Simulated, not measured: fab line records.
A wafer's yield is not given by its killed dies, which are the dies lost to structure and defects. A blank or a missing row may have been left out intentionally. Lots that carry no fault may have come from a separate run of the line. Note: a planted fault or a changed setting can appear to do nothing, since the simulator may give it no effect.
fab line records	flow n5-finfet
record lots=8	wafers=24	last-day=17
route steps=1938 shown BEOL_M4@1040 PASSIVATION@1936
lots that met no fault: taken from a fault-free run of the same line
start-h: start of the lot's first displayed wafer, in hours after the record's first day	wait-h: time in hours since the lot's previous step	" unchanged from the row above	L1.1+2: a row that stands for several wafers	- no value, or no start given	* or withheld: withheld	< > ~ a bound
route shown NAME@n: a module of which the file shows steps, and the number in the route of the first	usual: mean/standard deviation taken from wafers without a fault	same: alike in all rows	chamber/n: place in a boat	sites: the reading at each site	_std_site: the values' standard deviation	_edge_site: inner sites' mean taken away from outer sites' mean	radius-mm: how far each site lies from the wafer's centre	mask NAME#n: copy n	behind: tool/chamber where the wafer was last shaped	hold: why the lot went on hold/how many hours it stayed there/how the hold came to an end	device: names the non-switching transistor (n, p or np)	end of line: the same wafers' tests at the end of the route	step lacking rows: just its recipe	killed: dies lost to structure and defects at the first sort, not the wafer's yield	map: dies across one wafer; x = killed, . = not, _ = none there
set.NAME: the run value of the setting; set.NAME@STEP: its run value at that earlier step	model.NAME: the simulator's own value behind a step, which no gauge read
steps of the route over a sample of lots; a table a step, a row a wafer
services: the hour from which a tool's chamber was out of use, counted from the record's first day as start-h (under 0 if before that day), plus the number of hours and why
## steps
# step N5_BEOL_M4_ETCH_64
# recipe chemistry=N2/H2	target=SOC	target-depth-a=750	overetch-a=225	mask-material=SiARC	temp-c=40	time-s=121.9	ion-energy-ev=200	pressure-mtorr=30	source-w=840	bias-w=150	n2-flow-sccm=200	h2-flow-sccm=200
# usual drypump-motor-current-A=5.6/0.51	oes-product-au=0.61/0.071	rf-vpp-V=524.3/2.3	showerhead-plenum-p-Torr=2.56/0.081	temp-c=40.01/0.11	throttle-valve-pct=17.81/0.17
lot.wafer	tool	chamber	start-h	wait-h	drypump-motor-current-A	oes-product-au	rf-hours-counter-h	rf-vpp-V	showerhead-plenum-p-Torr	temp-c	throttle-valve-pct
L453.1	rie-diel-01	0	161.23	0.0	5.3	0.73	4	526.8	2.62	40.09	17.97
L453.2	"	1	"	"	4.8	0.70	16	522.2	2.49	40.13	17.50
L453.3	"	2	"	"	5.5	0.55	169	524.1	2.53	40.02	17.70
L455.1	rie-diel-01	2	167.52	0.0	5.5	0.56	172	525.1	2.53	39.91	17.69
L455.2	"	0	"	"	5.3	0.72	6	525.0	2.62	39.77	17.96
L455.4	"	3	"	"	5.8	0.69	28	524.3	2.60	40.01	17.66
L456.1	rie-diel-06	2	172.93	0.0	5.3	0.73	3	522.7	2.50	39.69	17.57
L456.5	"	0	"	"	5.5	0.58	-	526.8	2.65	39.91	17.93
L456.6	"	1	"	"	5.3	0.53	-	523.2	2.51	39.97	17.90
L457.1	rie-diel-04	3	174.18	0.0	5.6	0.57	186	522.0	2.42	39.98	17.62
L457.2	"	2	"	"	6.5	0.73	7	528.0	2.72	40.13	17.79
L457.3	"	0	"	"	5.6	0.53	239	523.5	2.51	39.98	18.27
L460.1	rie-diel-04	2	200.31	0.0	6.5	0.70	17	529.1	2.72	40.19	17.80
L460.2	"	0	"	"	5.6	0.52	249	523.2	2.51	39.96	18.28
L460.6	"	1	"	"	5.6	0.53	-	522.5	2.52	39.93	17.94
L463.1	rie-diel-01	0	218.82	0.0	5.4	0.69	24	524.2	2.61	39.96	18.00
L463.3	"	1	"	"	4.9	0.67	37	523.9	2.48	40.12	17.53
L463.6	"	0	"	"	5.4	0.69	-	524.9	2.61	39.99	18.02
L472.1	rie-diel-04	1	273.78	0.0	5.6	0.51	247	522.5	2.50	40.12	17.99
L472.2	"	2	"	"	6.5	0.66	48	529.5	2.70	40.04	17.86
L472.4	"	1	"	"	5.6	0.52	-	522.8	2.50	40.05	18.00
L476.3	rie-diel-01	3	297.09	0.0	5.8	0.65	73	524.8	2.58	40.00	17.75
L476.4	"	1	"	"	4.8	0.64	65	522.0	2.47	40.08	17.57
L476.5	"	3	"	"	5.8	0.64	-	524.6	2.58	40.02	17.75
# step N5_BEOL_M4_ETCH_69
# recipe chemistry=CF4	target=SiARC	target-depth-a=156	mask-material=CAR-EUV	time-s=26	ion-energy-ev=80	pressure-mtorr=40	source-w=545	bias-w=36	Ar_flow_sccm=100	cf4-flow-sccm=100	ends=cleared
# usual drypump-motor-current-A=5.7/0.52	etch-rf-on-time-s=25.9/0.36	oes-product-au=0.68/0.086	rf-vpp-V=184.2/1.2	showerhead-plenum-p-Torr=2.15/0.067	throttle-valve-pct=15.58/0.16
lot.wafer	tool	chamber	start-h	wait-h	drypump-motor-current-A	etch-rf-on-time-s	oes-product-au	rf-hours-counter-h	rf-vpp-V	showerhead-plenum-p-Torr	throttle-valve-pct
L453.1	rie-diel-01	0	162.08	0.0	5.4	25.5	0.83	4	185.0	2.20	15.67
L453.2	"	1	"	"	4.9	26.0	0.78	16	184.5	2.10	15.27
L453.3	"	2	"	"	5.5	26.0	0.62	170	184.3	2.14	15.51
L455.1	rie-diel-01	3	168.38	0.0	5.8	26.3	0.77	28	184.3	2.18	15.41
L455.2	"	0	"	"	5.4	25.4	0.82	7	184.1	2.19	15.69
L455.4	"	2	"	"	5.5	26.4	0.62	173	184.4	2.14	15.50
L456.1	rie-diel-04	1	173.78	0.0	5.6	26.4	0.59	212	184.2	2.12	15.60
L456.5	"	1	"	"	5.6	26.3	0.60	-	183.8	2.12	15.63
L456.6	"	2	"	"	6.5	25.7	0.83	-	187.0	2.28	15.47
L457.1	rie-diel-04	1	175.02	0.0	5.6	26.6	0.59	213	184.6	2.12	15.62
L457.2	"	0	"	"	5.6	26.1	0.59	239	183.6	2.12	16.07
L457.3	"	3	"	"	5.6	25.4	0.64	187	183.1	2.05	15.45
L460.1	rie-diel-04	3	201.16	0.0	5.6	25.6	0.63	196	182.9	2.04	15.45
L460.2	"	2	"	"	6.5	25.6	0.79	17	184.5	2.27	15.50
L460.6	"	3	"	"	5.6	25.3	0.64	-	182.8	2.04	15.45
L463.1	rie-diel-06	3	219.85	0.0	6.8	26.0	0.63	186	185.4	2.21	15.72
L463.3	"	2	"	"	5.4	25.7	0.79	19	182.9	2.10	15.42
L463.6	"	0	"	"	5.5	25.7	0.64	-	183.9	2.22	15.78
L472.1	rie-diel-01	3	274.89	0.0	5.8	26.1	0.73	65	182.9	2.16	15.50
L472.2	"	2	"	"	5.5	26.3	0.60	211	184.5	2.12	15.61
L472.4	"	1	"	"	4.9	25.9	0.72	57	182.8	2.09	15.33
L476.3	rie-diel-01	0	297.94	0.0	5.3	25.6	0.74	52	185.0	2.18	15.77
L476.4	"	3	"	"	5.8	26.4	0.71	73	183.5	2.16	15.52
L476.5	"	1	"	"	4.9	26.2	0.72	-	182.8	2.09	15.34
# step N5_BEOL_M4_ETCH_70
# recipe chemistry=N2/H2	target=SOC	target-depth-a=800	overetch-a=240	mask-material=SiARC	temp-c=40	time-s=130	ion-energy-ev=200	pressure-mtorr=30	source-w=840	bias-w=150	n2-flow-sccm=200	h2-flow-sccm=200
# usual drypump-motor-current-A=5.7/0.53	oes-product-au=0.59/0.068	rf-vpp-V=524.3/2.4	showerhead-plenum-p-Torr=2.56/0.081	temp-c=40.01/0.11	throttle-valve-pct=17.80/0.16
lot.wafer	tool	chamber	start-h	wait-h	drypump-motor-current-A	oes-product-au	rf-hours-counter-h	rf-vpp-V	showerhead-plenum-p-Torr	temp-c	throttle-valve-pct
L453.1	rie-diel-06	1	163.30	0.0	5.4	0.53	224	523.3	2.51	40.01	17.89
L453.2	"	3	"	"	6.8	0.55	166	526.6	2.64	40.11	17.80
L453.3	"	0	"	"	5.5	0.56	135	526.2	2.66	40.04	17.92
L455.1	rie-diel-01	2	171.79	0.0	5.5	0.53	174	523.0	2.53	39.94	17.70
L455.2	"	0	"	"	5.4	0.70	8	525.2	2.61	40.11	17.99
L455.4	"	1	"	"	4.9	0.67	20	522.6	2.49	40.14	17.49
L456.1	rie-diel-01	1	182.08	0.0	4.9	0.66	24	522.2	2.49	40.10	17.51
L456.5	"	1	"	"	4.8	0.66	-	522.2	2.49	40.00	17.50
L456.6	"	2	"	"	5.5	0.54	-	523.5	2.53	40.00	17.71
L457.1	rie-diel-06	0	182.26	0.0	5.5	0.55	142	526.3	2.65	39.98	17.93
L457.2	"	2	"	"	5.4	0.70	7	522.0	2.50	39.87	17.59
L457.3	"	1	"	"	5.3	0.51	232	524.2	2.51	40.07	17.90
L460.1	rie-diel-06	2	203.48	0.0	5.4	0.68	14	523.0	2.50	39.98	17.60
L460.2	"	3	"	"	6.9	0.55	180	527.7	2.64	40.02	17.82
L460.6	"	0	"	"	5.5	0.55	-	528.2	2.65	39.76	17.95
L463.1	rie-diel-04	2	225.65	0.0	6.5	0.66	29	528.3	2.71	40.05	17.83
L463.3	"	1	"	"	5.6	0.51	228	522.0	2.51	39.91	17.96
L463.6	"	1	"	"	5.6	0.51	-	522.1	2.51	40.00	17.96
L472.1	rie-diel-01	0	275.75	0.0	5.4	0.64	44	525.6	2.60	40.03	18.04
L472.2	"	3	"	"	5.8	0.62	66	525.8	2.59	41.63	17.71
L472.4	"	1	"	"	4.9	0.62	57	522.1	2.48	40.04	17.54
L476.3	rie-diel-06	2	302.02	0.0	5.4	0.63	50	521.7	2.48	40.05	17.64
L476.4	"	3	"	"	6.8	0.53	-	525.6	2.62	40.12	17.87
L476.5	"	0	"	"	5.5	0.53	-	526.1	2.63	40.13	18.00
# step N5_BEOL_M4_ETCH_41
# recipe chemistry=CH3F/O2	target=SiCN	target-depth-a=299	taper-deg=2	time-s=52.5	ion-energy-ev=120	mask-material=TiN	pressure-mtorr=30	source-w=395	bias-w=75	Ar_flow_sccm=150	CH3F_flow_sccm=30	O2_flow_sccm=20
# usual drypump-motor-current-A=5.7/0.53	oes-product-au=0.80/0.096	rf-vpp-V=297.6/1.5	showerhead-plenum-p-Torr=2.01/0.061	throttle-valve-pct=16.30/0.17
lot.wafer	tool	chamber	start-h	wait-h	drypump-motor-current-A	oes-product-au	rf-hours-counter-h	rf-vpp-V	showerhead-plenum-p-Torr	throttle-valve-pct
L453.1	rie-diel-06	1	-	-	5.3	0.69	224	296.9	1.97	16.42
L453.2	"	3	"	"	6.8	0.75	166	297.9	2.07	16.40
L453.3	"	0	"	"	5.5	0.75	135	299.5	2.08	16.44
L455.1	rie-diel-01	2	-	-	5.5	0.73	174	297.4	2.00	16.25
L455.2	"	0	"	"	5.3	0.95	8	298.1	2.05	16.42
L455.4	"	1	"	"	4.9	0.92	21	297.9	1.96	15.99
L456.1	rie-diel-01	1	-	-	4.9	0.90	25	296.5	1.96	15.99
L456.5	"	1	"	"	4.9	0.91	-	297.3	1.96	15.98
L456.6	"	2	"	"	5.5	0.72	-	297.8	2.00	16.25
L457.1	rie-diel-06	0	-	-	5.5	0.75	142	298.0	2.08	16.45
L457.2	"	2	"	"	5.4	0.95	7	297.5	1.97	16.13
L457.3	"	1	"	"	5.3	0.68	232	297.4	1.97	16.43
L460.1	rie-diel-06	2	-	-	5.4	0.92	14	297.0	1.97	16.16
L460.2	"	3	"	"	6.8	0.74	180	299.2	2.07	16.43
L460.6	"	0	"	"	5.5	0.75	-	299.9	2.08	16.45
L463.1	rie-diel-04	2	-	-	6.5	0.90	29	297.8	2.13	16.26
L463.3	"	1	"	"	5.6	0.68	228	297.3	1.97	16.33
L463.6	"	1	"	"	5.6	0.69	-	296.9	1.97	16.32
L472.1	rie-diel-01	0	-	-	5.3	0.89	44	298.2	2.04	16.48
L472.2	"	3	"	"	5.7	0.85	66	298.1	2.02	16.23
L472.4	"	1	"	"	4.8	0.85	57	295.5	1.95	16.05
L476.3	rie-diel-06	2	-	-	5.4	0.86	50	296.6	1.96	16.23
L476.4	"	3	"	"	6.8	0.71	-	298.7	2.06	16.51
L476.5	"	0	"	"	5.5	0.72	-	300.0	2.06	16.54
# step N5_BEOL_M4_RC_MEAS_101
# usual DIBL_N=36.4/1.5	DIBL_P=36.6/1.9	IOFF_N=0.155/0.021	IOFF_P=0.211/0.028	ION_N=671/8.6	ION_P=462/5.8	SS_N=71.5/0.5	SS_P=73.4/0.58	VT_N=250.1/2.4	VT_P=-250.1/3
lot.wafer	tool	chamber	start-h	wait-h	DIBL_N[mV/V]	DIBL_P[mV/V]	IOFF_N[nA/um]	IOFF_P[nA/um]	ION_N[uA/um]	ION_P[uA/um]	SS_N[mV/dec]	SS_P[mV/dec]	VT_N[mV]	VT_P[mV]
L453.1	prober-02	0	167.86	0.0	35.7	35.0	0.134	0.193	674	457	71.2	72.5	250.6	-250.8
L453.2	"	0	"	"	35.3	35.4	0.138	0.200	667	464	71.4	72.0	248.9	-251.9
L453.3	"	0	"	"	35.8	34.5	0.142	0.189	685	461	71.5	72.8	250.2	-252.8
L455.1	prober-01	0	178.75	0.0	36.4	37.3	0.155	0.241	671	472	71.1	73.9	248.2	-247.0
L455.2	"	0	"	"	36.8	37.6	0.159	0.256	664	466	70.7	73.5	248.4	-247.3
L455.4	"	0	"	"	36.8	38.0	0.158	0.251	675	469	71.4	74.1	250.2	-246.1
L456.1	prober-01	0	186.47	0.0	37.2	39.2	0.161	0.217	673	462	71.3	73.6	252.4	-251.4
L456.5	"	0	"	"	38.2	39.4	0.176	0.220	674	460	72.0	73.9	250.6	-250.6
L456.6	"	0	"	"	34.9	36.1	0.127	0.173	660	453	71.1	72.8	256.3	-252.3
L457.1	prober-02	0	186.99	0.0	35.9	35.7	0.146	0.173	668	450	71.1	73.6	250.3	-254.6
L457.2	"	0	"	"	34.8	34.6	0.130	0.158	665	448	70.9	73.4	251.9	-256.9
L457.3	"	0	"	"	36.2	35.7	0.145	0.171	664	456	70.9	73.4	248.6	-255.1
L460.1	prober-01	0	208.23	0.0	37.1	38.8	0.171	0.237	675	466	72.0	73.4	248.3	-246.5
L460.2	"	0	"	"	36.5	37.6	0.168	0.222	674	463	71.3	73.5	247.9	-247.4
L460.6	"	0	"	"	36.7	38.3	0.163	0.237	675	464	71.5	73.5	249.0	-246.5
L463.1	prober-02	0	230.69	0.0	35.1	37.2	0.155	0.237	672	468	71.5	73.1	249.5	-246.7
L463.3	"	0	"	"	34.4	36.2	0.144	0.221	669	458	71.2	73.0	250.6	-246.5
L463.6	"	0	"	"	33.7	35.3	0.133	0.204	662	461	71.7	72.8	252.6	-252.6
L472.1	prober-01	0	280.43	0.0	36.9	37.3	0.160	0.221	665	459	71.8	73.4	252.5	-247.9
L472.2	"	0	"	"	37.9	38.5	0.186	0.218	686	461	71.9	73.7	247.3	-250.5
L472.4	"	0	"	"	37.3	37.8	0.171	0.209	677	460	71.3	73.5	247.6	-250.5
L476.3	prober-02	0	308.56	0.3	37.5	37.3	0.160	0.168	675	452	72.1	73.6	248.8	-257.4
L476.4	"	0	"	"	36.8	37.3	0.155	0.173	675	458	70.9	73.6	248.2	-256.5
L476.5	"	0	"	"	38.2	38.1	0.175	0.183	691	461	71.8	73.1	247.3	-256.1
# step N5_PASSIVATION_PROBE_49
# usual defect-limited-yield=91.5/1.4	killed_at_M0_to_M3=33/10	killed_at_M4_up=13/5	killed-at-contacts=13/5.6	killed-at-front-end=38/12	killed-at-other=3.9/2.7	killed-dies=100/16	killed-open=66/13	killed-short=32/7.2	sort_bin_5_function=5.0/0.97	sort_bin_6_memory=3.2/0.61	sort-n-pass=1080/16	sort-yield-pct=91.5/1.4
# same gross-dies=1180	killed-at-back-side=0	sort_bin_4_leakage[%]=0	sort_bin_8_speed[%]=0
lot.wafer	tool	chamber	start-h	wait-h	defect-limited-yield[%]	killed_at_M0_to_M3	killed_at_M4_up	killed-at-contacts	killed-at-front-end	killed-at-other	killed-dies	killed-open	killed-short	sort_bin_5_function[%]	sort_bin_6_memory[%]	sort-n-pass	sort-yield-pct[%]
L456.1	prober-02	-	283.76	0.0	90.5	53	9	14	32	4	112	70	42	5.6	3.7	1068	90.5
L456.5	prober-02	-	283.96	0.2	90.7	23	21	17	46	3	110	74	35	5.9	2.9	1070	90.7
L456.6	prober-02	-	284.01	0.3	88.8	20	18	14	71	9	132	88	42	6.7	3.8	1048	88.8
L460.1	prober-01	-	314.04	0.4	94.0	26	14	8	21	2	71	53	18	3.6	2.4	1109	94.0
L460.2	prober-01	-	314.09	0.5	93.1	21	12	11	35	3	82	59	23	4.2	2.5	1098	93.1
L460.6	prober-01	-	314.29	0.7	94.9	15	15	6	23	1	60	39	17	2.3	2.5	1120	94.9
L463.1	prober-02	-	327.12	0.0	92.8	21	21	15	25	3	85	63	21	4.0	3.1	1095	92.8
L463.3	prober-02	-	327.22	0.1	91.3	36	13	12	41	1	103	61	40	4.8	3.6	1077	91.3
L463.6	prober-02	-	327.37	0.3	90.0	27	18	23	44	6	118	80	37	6.1	3.6	1062	90.0
L472.1	prober-02	-	392.38	0.0	91.0	27	13	10	52	4	106	72	33	5.6	3.2	1074	91.0
L472.2	prober-02	-	392.43	0.1	93.8	20	9	8	31	5	73	46	25	3.5	2.6	1107	93.8
L472.4	prober-02	-	392.53	0.2	90.0	42	19	25	29	3	118	78	37	5.3	4.0	1062	90.0
# killed by level:class
L456.1 BEOL_M1:geometric-particle:open=20 BEOL_M2:geometric-particle:open=10 FIN_SAQP:geometric-particle:short=9 MOL_CONTACT_COAG:geometric-particle:open=9 FIN_SAQP:geometric-particle:open=8 STARTING-WAFER:geometric-particle:short=7 BEOL_M0_SAQP:geometric-particle:short=6 BEOL_M4:geometric-particle:open=6
L456.5 BEOL_M4:geometric-particle:open=15 MOL_CONTACT_COAG:geometric-particle:open=14 FIN_SAQP:geometric-particle:open=12 FIN_SAQP:geometric-particle:short=8 STI_FIN_REVEAL:geometric-particle:open=8 GATE_CUT:geometric-particle:short=6 BEOL_M0_SAQP:geometric-particle:short=5 BEOL_M1:geometric-particle:open=5
L456.6 FIN_SAQP:geometric-particle:open=22 FIN_SAQP:geometric-particle:short=17 BEOL_M4:geometric-particle:open=12 MOL_CONTACT_COAG:geometric-particle:open=11 STI_FIN_REVEAL:geometric-particle:open=10 BEOL_M2:geometric-particle:open=6 STARTING-WAFER:geometric-particle:open=6 BEOL_M3:geometric-particle:open=5
L460.1 STI_FIN_REVEAL:geometric-particle:open=8 BEOL_M0_SAQP:geometric-particle:open=7 MOL_CONTACT_COAG:geometric-particle:open=6 BEOL_M0_SAQP:geometric-particle:short=5 DUMMY_GATE:geometric-particle:open=4 BEOL_M2:geometric-particle:open=4 BEOL_M3:geometric-particle:open=4 BEOL_M4:geometric-particle:open=4
L460.2 STI_FIN_REVEAL:geometric-particle:open=13 MOL_CONTACT_COAG:geometric-particle:open=10 STI_FIN_REVEAL:geometric-particle:short=5 BEOL_M3:geometric-particle:open=5 BEOL_M2:geometric-particle:open=4 STARTING-WAFER:geometric-particle:short=4 BEOL_M0_SAQP:geometric-particle:open=3 BEOL_M0:geometric-particle:short=3
L460.6 MOL_CONTACT_COAG:geometric-particle:open=5 BEOL_M1:geometric-particle:open=5 STI_FIN_REVEAL:geometric-particle:open=4 BEOL_M4:geometric-particle:open=4 BEOL_M0_SAQP:geometric-particle:open=3 DUMMY_GATE:geometric-particle:short=2 DUMMY_GATE:geometric-particle:open=2 GATE_CUT:geometric-particle:short=2
L463.1 MOL_CONTACT_COAG:geometric-particle:open=11 BEOL_M2:geometric-particle:open=9 BEOL_M4:geometric-particle:open=8 BEOL_M5:geometric-particle:open=6 BEOL_M1:geometric-particle:open=6 FIN_SAQP:geometric-particle:short=4 STI_FIN_REVEAL:geometric-particle:open=4 GATE_CUT:geometric-particle:open=4
L463.3 STI_FIN_REVEAL:geometric-particle:open=12 MOL_CONTACT_COAG:geometric-particle:open=8 FIN_SAQP:geometric-particle:short=7 BEOL_M0_SAQP:geometric-particle:short=7 BEOL_M1:geometric-particle:open=7 BEOL_M4:geometric-particle:open=7 BEOL_M0_SAQP:geometric-particle:open=6 BEOL_M2:geometric-particle:open=5
L463.6 STI_FIN_REVEAL:geometric-particle:open=18 MOL_CONTACT_COAG:geometric-particle:open=17 FIN_SAQP:geometric-particle:short=8 BEOL_M2:geometric-particle:open=7 MOL_CONTACT_COAG:geometric-particle:short=6 BEOL_M3:geometric-particle:open=6 STI_FIN_REVEAL:geometric-particle:short=5 BEOL_M5:geometric-particle:open=5
L472.1 STI_FIN_REVEAL:geometric-particle:open=19 FIN_SAQP:geometric-particle:short=8 FIN_SAQP:geometric-particle:open=7 MOL_CONTACT_COAG:geometric-particle:open=7 BEOL_M1:geometric-particle:open=7 STI_FIN_REVEAL:geometric-particle:short=6 BEOL_M0_SAQP:geometric-particle:short=6 BEOL_M5:geometric-particle:open=5
L472.2 FIN_SAQP:geometric-particle:short=10 FIN_SAQP:geometric-particle:open=9 MOL_CONTACT_COAG:geometric-particle:open=7 BEOL_M3:geometric-particle:open=5 STARTING-WAFER:geometric-particle:short=4 BEOL_M1:geometric-particle:open=3 BEOL_M2:geometric-particle:short=3 BEOL_M2:geometric-particle:open=3
L472.4 MOL_CONTACT_COAG:geometric-particle:open=14 MOL_CONTACT_COAG:geometric-particle:short=11 BEOL_M2:geometric-particle:open=11 BEOL_M1:geometric-particle:open=9 DUMMY_GATE:geometric-particle:open=8 BEOL_M0:geometric-particle:open=7 BEOL_M4:geometric-particle:open=7 BEOL_M0_SAQP:geometric-particle:open=6
## services
tool	chamber	start-h	hours	kind
rie-diel-06	2	150.22	-	clean
rie-diel-06	2	150.22	-	consumable-replace:focus-ring
rie-diel-06	2	150.22	14.8	scheduled-down
rie-diel-06	2	150.22	14.8	vent-cycle
rie-diel-04	0	204.28	-	clean
rie-diel-04	0	204.28	-	consumable-replace:focus-ring
rie-diel-04	0	204.28	17.3	scheduled-down
rie-diel-04	0	204.28	17.3	vent-cycle
rie-diel-04	1	217.32	5.2	repair
rie-diel-06	1	242.35	55.8	repair
rie-diel-04	0	265.68	8.2	repair
rie-diel-06	2	272.24	7.4	repair
rie-diel-04	1	282.28	-	clean
rie-diel-04	1	282.28	-	consumable-replace:focus-ring
rie-diel-04	1	282.28	15.7	scheduled-down
rie-diel-04	1	282.28	15.7	vent-cycle
rie-diel-06	1	298.26	-	clean
rie-diel-06	1	298.26	-	consumable-replace:focus-ring
rie-diel-06	1	298.26	15.7	scheduled-down
rie-diel-06	1	298.26	15.7	vent-cycle
## key
first-sign step=N5_BEOL_M4_ETCH_70	reading=temp-c	direction=up	sigmas=14	usual=*	struck=*
effect none on later readings
met-at N5_BEOL_M4_ETCH_70
struck-lots L472
struck-wafers L472.2
not-acting-at N5_BEOL_M4_ETCH_64,N5_BEOL_M4_ETCH_69,N5_BEOL_M4_ETCH_41
fault kind=process-parameter-drift	tool=rie-diel-01	chamber=3	onset-h=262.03	steps=N5_BEOL_M4_ETCH_70	channel=temp-c	offset=*	shape=step	end-h=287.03	acts-in=*	stated=*
